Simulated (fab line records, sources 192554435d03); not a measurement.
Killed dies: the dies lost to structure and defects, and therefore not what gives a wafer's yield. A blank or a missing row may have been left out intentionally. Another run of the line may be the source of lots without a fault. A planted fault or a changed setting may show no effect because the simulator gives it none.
Which tool was responsible? + flow n5_finfet + 24 lots with 72 wafers sampled at 4 steps, on a route of 1938 steps

## WHAT THE GAUGES READ, wafer by wafer
N5_BEOL_M14_CD_MEAS_17 targets a cd of 250 nm.
| lot  | measured     | on        | cd_nm (nm)        |
|------|--------------|-----------|-------------------|
| L074 | day 10 20:38 | cd_sem-01 | 249.4 251.9 251.3 |
| L076 | day 11 07:45 | cd_sem-02 | 251.4 252.9 252.9 |
| L075 | day 11 13:52 | cd_sem-01 | 251.1 254.0 250.0 |
| L077 | day 11 22:13 | cd_sem-01 | 249.4 248.0 247.9 |
| L079 | day 12 06:25 | cd_sem-03 | 248.7 248.0 249.3 |
| L078 | day 12 10:43 | cd_sem-01 | 250.8 251.0 250.7 |
| L080 | day 12 13:03 | cd_sem-01 | 251.4 247.6 249.3 |
| L081 | day 13 14:42 | cd_sem-03 | 250.8 249.9 249.6 |
| L082 | day 13 21:47 | cd_sem-02 | 248.8 248.4 250.3 |
| L083 | day 14 02:29 | cd_sem-02 | 250.3 250.0 251.7 |
| L084 | day 14 16:51 | cd_sem-02 | 250.0 246.1 246.9 |
| L087 | day 15 05:18 | cd_sem-02 | 250.9 249.6 249.2 |
| L086 | day 15 06:09 | cd_sem-03 | 250.4 251.2 251.2 |
| L085 | day 15 06:30 | cd_sem-03 | 251.3 250.4 251.1 |
| L088 | day 15 07:17 | cd_sem-02 | 253.0 253.2 252.2 |
| L089 | day 15 08:53 | cd_sem-03 | 248.5 247.4 250.5 |
| L090 | day 15 09:36 | cd_sem-02 | 251.2 252.2 255.0 |
| L091 | day 16 02:28 | cd_sem-02 | 251.7 252.8 254.1 |
| L092 | day 16 06:23 | cd_sem-02 | 250.1 250.5 249.7 |
| L094 | day 16 07:34 | cd_sem-01 | 249.5 251.0 249.4 |
| L093 | day 16 13:13 | cd_sem-01 | 250.8 251.5 251.0 |
| L095 | day 16 17:14 | cd_sem-02 | 251.2 248.1 248.7 |
| L096 | day 17 18:20 | cd_sem-02 | 248.5 250.3 249.6 |
| L097 | day 18 03:00 | cd_sem-01 | 249.5 250.8 250.9 |

N5_BEOL_M14_CD_MEAS_28 targets a cd of 284.4 nm.
| lot  | measured     | on        | cd_nm (nm)        |
|------|--------------|-----------|-------------------|
| L074 | day 10 21:05 | cd_sem-01 | 284.9 286.3 285.3 |
| L076 | day 11 08:05 | cd_sem-03 | 284.5 283.0 286.1 |
| L075 | day 11 14:11 | cd_sem-02 | 283.6 285.7 283.1 |
| L077 | day 11 22:40 | cd_sem-03 | 283.7 282.7 285.2 |
| L079 | day 12 06:52 | cd_sem-02 | 286.0 285.8 283.5 |
| L078 | day 12 11:02 | cd_sem-03 | 284.6 283.9 286.4 |
| L080 | day 12 13:22 | cd_sem-01 | 285.8 283.0 284.8 |
| L081 | day 13 15:09 | cd_sem-02 | 283.0 283.0 283.5 |
| L082 | day 13 22:14 | cd_sem-01 | 285.1 285.0 284.0 |
| L083 | day 14 02:48 | cd_sem-02 | 283.9 286.5 285.0 |
| L084 | day 14 17:18 | cd_sem-02 | 286.6 285.3 286.8 |
| L087 | day 15 05:37 | cd_sem-01 | 285.8 284.8 284.5 |
| L086 | day 15 06:29 | cd_sem-03 | 285.6 283.4 282.9 |
| L085 | day 15 06:57 | cd_sem-02 | 284.8 282.8 282.2 |
| L088 | day 15 07:37 | cd_sem-01 | 284.9 284.0 283.7 |
| L089 | day 15 09:13 | cd_sem-03 | 284.2 283.8 285.2 |
| L090 | day 15 09:55 | cd_sem-01 | 285.6 283.2 283.4 |
| L091 | day 16 02:56 | cd_sem-02 | 283.5 282.6 282.1 |
| L092 | day 16 06:43 | cd_sem-03 | 286.5 286.8 285.5 |
| L094 | day 16 08:01 | cd_sem-02 | 285.9 286.8 284.4 |
| L093 | day 16 13:33 | cd_sem-01 | 284.6 282.8 282.8 |
| L095 | day 16 17:41 | cd_sem-03 | 285.4 286.1 284.9 |
| L096 | day 17 18:53 | cd_sem-03 | 283.0 283.2 282.9 |
| L097 | day 18 03:20 | cd_sem-03 | 283.8 284.9 284.3 |

## EACH LOT AND THE TOOL THAT RAN IT (in order: tool; ch and the chambers of the sampled wafers; start)
| lot  | N5_BEOL_M13_ANNEAL_48            | N5_BEOL_M14_DESCUM_15              |
|------|----------------------------------|------------------------------------|
| L074 | rtp_anneal-01 ch 0, day 10 18:46 | rie_diel-02 ch 0,1,2, day 10 20:12 |
| L076 | rtp_anneal-02 ch 0, day 11 05:58 | rie_diel-01 ch 0,3, day 11 07:19   |
| L075 | rtp_anneal-01 ch 0, day 11 09:40 | rie_diel-06 ch 0,2, day 11 13:25   |
| L077 | rtp_anneal-01 ch 0, day 11 20:00 | rie_diel-06 ch 0,3, day 11 21:47   |
| L079 | rtp_anneal-02 ch 0, day 12 04:38 | rie_diel-06 ch 1,2,3, day 12 05:59 |
| L078 | rtp_anneal-02 ch 0, day 12 08:52 | rie_diel-06 ch 1,2,3, day 12 10:17 |
| L080 | rtp_anneal-01 ch 0, day 12 11:03 | rie_diel-01 ch 0,2,3, day 12 12:35 |
| L081 | rtp_anneal-02 ch 0, day 13 12:46 | rie_diel-02 ch 1,2,3, day 13 14:16 |
| L082 | rtp_anneal-01 ch 0, day 13 19:52 | rie_diel-02 ch 0,1,2, day 13 21:21 |
| L083 | rtp_anneal-02 ch 0, day 14 00:31 | rie_diel-01 ch 1,2,3, day 14 02:02 |
| L084 | rtp_anneal-01 ch 0, day 14 14:55 | rie_diel-06 ch 0,1,2, day 14 16:25 |
| L087 | rtp_anneal-01 ch 0, day 15 03:27 | rie_diel-01 ch 1,2, day 15 04:52   |
| L086 | rtp_anneal-01 ch 0, day 15 04:12 | rie_diel-01 ch 0,1,3, day 15 05:43 |
| L085 | rtp_anneal-01 ch 0, day 15 04:40 | rie_diel-01 ch 0,1,2, day 15 06:04 |
| L088 | rtp_anneal-02 ch 0, day 15 05:13 | rie_diel-06 ch 0,3, day 15 06:50   |
| L089 | rtp_anneal-01 ch 0, day 15 07:10 | rie_diel-06 ch 0,1, day 15 08:27   |
| L090 | rtp_anneal-01 ch 0, day 15 07:40 | rie_diel-01 ch 0,1,3, day 15 09:10 |
| L091 | rtp_anneal-01 ch 0, day 16 00:33 | rie_diel-01 ch 1,2,3, day 16 02:02 |
| L092 | rtp_anneal-01 ch 0, day 16 04:25 | rie_diel-02 ch 1,2, day 16 05:57   |
| L094 | rtp_anneal-01 ch 0, day 16 05:29 | rie_diel-06 ch 0,1,3, day 16 07:08 |
| L093 | rtp_anneal-01 ch 0, day 16 11:11 | rie_diel-02 ch 0,1, day 16 12:47   |
| L095 | rtp_anneal-02 ch 0, day 16 15:26 | rie_diel-01 ch 0,1,3, day 16 16:48 |
| L096 | rtp_anneal-02 ch 0, day 17 16:23 | rie_diel-06 ch 0,1,3, day 17 17:55 |
| L097 | rtp_anneal-01 ch 0, day 18 01:10 | rie_diel-02 ch 0,2,3, day 18 02:34 |
- N5_BEOL_M13_ANNEAL_48: time 90 s.
- N5_BEOL_M14_DESCUM_15: chemistry O2, time 7.9 s.

## WHAT THE TOOLS THEMSELVES READ (means of the sampled wafers that have a number; where no wafer has one, the mark that the record gives instead)
N5_BEOL_M13_ANNEAL_48.
| lot  | tool          | wafer_temp_C_max |
|------|---------------|------------------|
| L074 | rtp_anneal-01 | 226.24           |
| L076 | rtp_anneal-02 | 225.83           |
| L075 | rtp_anneal-01 | 226.38           |
| L077 | rtp_anneal-01 | 225.85           |
| L079 | rtp_anneal-02 | 226.09           |
| L078 | rtp_anneal-02 | 226.02           |
| L080 | rtp_anneal-01 | 226.26           |
| L081 | rtp_anneal-02 | 225.91           |
| L082 | rtp_anneal-01 | 226.22           |
| L083 | rtp_anneal-02 | 226.20           |
| L084 | rtp_anneal-01 | 226.04           |
| L087 | rtp_anneal-01 | 226.54           |
| L086 | rtp_anneal-01 | 225.99           |
| L085 | rtp_anneal-01 | 226.16           |
| L088 | rtp_anneal-02 | 225.83           |
| L089 | rtp_anneal-01 | 226.02           |
| L090 | rtp_anneal-01 | 226.15           |
| L091 | rtp_anneal-01 | 226.32           |
| L092 | rtp_anneal-01 | 226.09           |
| L094 | rtp_anneal-01 | 226.14           |
| L093 | rtp_anneal-01 | 226.27           |
| L095 | rtp_anneal-02 | 226.06           |
| L096 | rtp_anneal-02 | 225.85           |
| L097 | rtp_anneal-01 | 226.14           |

N5_BEOL_M14_DESCUM_15.
| lot  | tool        | drypump_motor_current_A (A) | oes_product_au (a.u.) | rf_vpp_V (V) | showerhead_plenum_p_Torr (Torr) | throttle_valve_pct (%) |
|------|-------------|-----------------------------|-----------------------|--------------|---------------------------------|------------------------|
| L074 | rie_diel-02 | 5.8                         | 0.81                  | 243.2        | 2.08                            | 20.22                  |
| L076 | rie_diel-01 | 5.5                         | 0.91                  | 242.2        | 2.04                            | 20.27                  |
| L075 | rie_diel-06 | 5.4                         | 0.82                  | 243.8        | 2.15                            | 20.33                  |
| L077 | rie_diel-06 | 5.8                         | 0.94                  | 245.0        | 2.23                            | 20.25                  |
| L079 | rie_diel-06 | 5.8                         | 0.86                  | 243.4        | 2.11                            | 20.24                  |
| L078 | rie_diel-06 | 5.8                         | 0.85                  | 243.3        | 2.11                            | 20.24                  |
| L080 | rie_diel-01 | 5.8                         | 0.87                  | 242.2        | 2.04                            | 20.21                  |
| L081 | rie_diel-02 | 5.6                         | 0.79                  | 242.9        | 2.07                            | 20.27                  |
| L082 | rie_diel-02 | 5.8                         | 0.78                  | 242.3        | 2.08                            | 20.25                  |
| L083 | rie_diel-01 | 5.9                         | 0.87                  | 242.2        | 2.05                            | 20.36                  |
| L084 | rie_diel-06 | 5.5                         | 0.77                  | 242.8        | 2.10                            | 20.35                  |
| L087 | rie_diel-01 | 5.6                         | 0.86                  | 242.2        | 2.05                            | 20.50                  |
| L086 | rie_diel-01 | 5.7                         | 0.88                  | 243.0        | 2.04                            | 20.42                  |
| L085 | rie_diel-01 | 5.5                         | 0.86                  | 242.5        | 2.04                            | 20.39                  |
| L088 | rie_diel-06 | 5.9                         | 0.87                  | 245.3        | 2.22                            | 20.28                  |
| L089 | rie_diel-06 | 5.5                         | 0.72                  | 242.7        | 2.11                            | 20.40                  |
| L090 | rie_diel-01 | 5.7                         | 0.87                  | 241.8        | 2.04                            | 20.43                  |
| L091 | rie_diel-01 | 5.9                         | 0.83                  | 242.3        | 2.04                            | 20.38                  |
| L092 | rie_diel-02 | 5.8                         | 0.80                  | 241.8        | 2.03                            | 20.28                  |
| L094 | rie_diel-06 | 5.7                         | 0.79                  | 244.4        | 2.16                            | 20.34                  |
| L093 | rie_diel-02 | 5.8                         | 0.76                  | 242.5        | 2.07                            | 20.30                  |
| L095 | rie_diel-01 | 5.7                         | 0.85                  | 241.7        | 2.04                            | 20.45                  |
| L096 | rie_diel-06 | 5.7                         | 0.77                  | 244.6        | 2.16                            | 20.37                  |
| L097 | rie_diel-02 | 5.6                         | 0.79                  | 242.8        | 2.10                            | 20.21                  |

## THE ANSWER, worked out from the rows above alone
Rule: the lots themselves supply what counts as usual. The widest of any qualifying gaps counts: lots, ordered by their means at a reading, are off when they make up no more than a third of the lots, leave a main group of 4 or more, and stand apart from it by 3 or more times the standard deviation of that group's means. The tables above print the reading to a certain number of digits; a main group whose means all agree to those digits is not used. A lot without any number at a reading at which 4 lots or more have one is off too. The other lots that the step has rows for count as sound. Order of review: gauges by route order, followed by the tools' own readings, for which a lot's mean as printed above is used. At the first step where some lot is off, the reading lying furthest off is the one used; lots without a number count as furthest.
None of the lots is off at any reading shown; this tells nothing.

## WHAT THE SIMULATOR HAD PUT IN
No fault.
